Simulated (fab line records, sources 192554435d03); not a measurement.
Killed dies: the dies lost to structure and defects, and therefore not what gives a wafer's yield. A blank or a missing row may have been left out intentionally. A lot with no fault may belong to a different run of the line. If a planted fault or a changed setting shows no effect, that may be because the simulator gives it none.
Split-lot trial    flow n5-finfet    7 lots, 21 wafers read, on a route of 1938 steps

THE SPLIT
At N5_BEOL_M0_SAQP_SPACER1_ALD_98 (deposits SiO2, target thk 12.8 nm, pulse time 1 s, purge time 2 s), the setting ald-cycles was moved away from the recipe's 138 on 6 of the 21 wafers read, by -13.0% to -5.1%. The other wafers ran this setting at the recipe's value.

FROM THE SPLIT TO THE READING: what the file shows between them, 2 steps
- N5_BEOL_M0_SAQP_SPACER1_ETCHBACK_99: etches SiO2 in CHF3/O2, target depth 15.4 nm, time 7.7 s
- N5_BEOL_M0_SAQP_MANDREL1_REMOVE_100: chemistry HBr/Cl2/O2, target a-Si, stops on SiNx, bt time 10 s

THE READING
At N5_BEOL_M0_SAQP_CD_MEAS_25: cd-nm in nanometres, against a target cd of 13.1 nm. Fault-free wafers of this fab line usually give 12.83 nm, standard deviation 0.25 nm.

wafer   tool, chamber at the split  ald-cycles as run  against the recipe  cd-nm, nm  against lot-mates on the recipe
L074.1  ald-sin-04, 3               138                recipe              12.68      -
L074.2  ald-sin-04, 1               126                -8.7%               11.51      -1.17
L074.3  ald-sin-04, 0               126                -8.7%               11.70      -0.98
L077.3  ald-sin-02, 1,2             120                -13.0%              11.24      -1.74
L077.4  ald-sin-02, 1,2             120                -13.0%              11.19      -1.79
L077.5  ald-sin-02, 0               138                recipe              12.98      -
L078.2  ald-sin-03, 3,2             131                -5.1%               11.69      -0.78
L078.4  ald-sin-03, 3,2             131                -5.1%               12.06      -0.41
L078.5  ald-sin-03, 3               138                recipe              12.47      -
L081.3  ald-sin-04, 0,2,1           138                recipe              12.67      -
L081.4  ald-sin-04, 0,2,1           138                recipe              12.64      -
L081.5  ald-sin-04, 0,2,1           138                recipe              12.87      -
L084.1  ald-sin-04, 2,3,2           138                recipe              12.49      -
L084.4  ald-sin-04, 2,3,2           138                recipe              13.34      -
L084.5  ald-sin-04, 2,3,2           138                recipe              13.03      -
L087.1  ald-sin-02, 1,3,2           138                recipe              13.07      -
L087.3  ald-sin-02, 1,3,2           138                recipe              12.83      -
L087.4  ald-sin-02, 1,3,2           138                recipe              12.38      -
L094.3  ald-sin-02, 3,0,0           138                recipe              13.09      -
L094.4  ald-sin-02, 3,0,0           138                recipe              12.57      -
L094.6  ald-sin-02, 3,0,0           138                recipe              12.85      -
The file does not say which wafer passed through which chamber wherever a row lists several chambers: such a row stands for several wafers.

FIT RESULTS
A straight line over all 21 wafers: cd-nm changes by +0.129 nm for each +1% of ald-cycles; r = +0.92; the points scatter about the line by 0.26 nm.
The same after taking each lot's own level away (the mean of its wafers on the recipe; 21 wafers): +0.131 nm for each +1%; r = +0.94; scatter 0.22 nm.
That fit puts the effect of the largest move of ald-cycles on the reading at 1.7 nm.
Measured against the standard deviation above, the lots' own levels, which go from 12.470 to 12.980 nm, span 2.0 times it.
Hence the lot-to-lot level has little effect on the slope; both slopes agree.
Check: -1.68 nm against its lot-mates is what the line predicts for one of the wafers moved furthest among these (-13.0%) when that wafer is left out of the fit. It came out at -1.74 nm against them.

ADDITIONAL SPLITS CARRIED BY THESE WAFERS
These wafers also went through other splits before the reading. Each is held against what the fit with the lots' levels taken away leaves over:
other split on the same wafers        wafers away from the commonest value  r with cd-nm (lot level and that fit taken away)
N5_MOL_CONTACT_COAG_COAT_64 spin-rpm  7                                     +0.19
N5_BEOL_M0_SAQP_EXPOSE_11 dose-mj     6                                     +0.22
N5_BEOL_M0_SAQP_DESCUM_19 time-s      5                                     -0.30

THE WHOLE CHAIN: every reading that the file lists as answering this split, in the file's order
step                                 what it does                                                       reading                                                                                      change (the file's fit)                r (the file's)
N5_BEOL_M0_SAQP_SPACER1_ALD_98       deposits SiO2, target thk 12.8 nm, pulse time 1 s, purge time 2 s  SiO2_of_BEOL_M0_SAQP_SPACER1_ALD_98.thk-nm (the simulator's own value, which no gauge read)  +0.123 nm for each +1% of the setting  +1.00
N5_BEOL_M0_SAQP_MANDREL1_REMOVE_100  chemistry HBr/Cl2/O2, target a-Si, stops on SiNx, bt time 10 s     BEOL_M0_SAQP.cd-nm (the simulator's own value, which no gauge read)                          +0.134 nm for each +1% of the setting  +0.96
N5_BEOL_M0_SAQP_CD_MEAS_25           target cd 13.1 nm                                                  cd-nm                                                                                        +0.13 nm for each +1% of the setting   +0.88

FILE'S OWN FIT
cd-nm changes by +0.13 nm for each +1% of ald-cycles, r = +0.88.
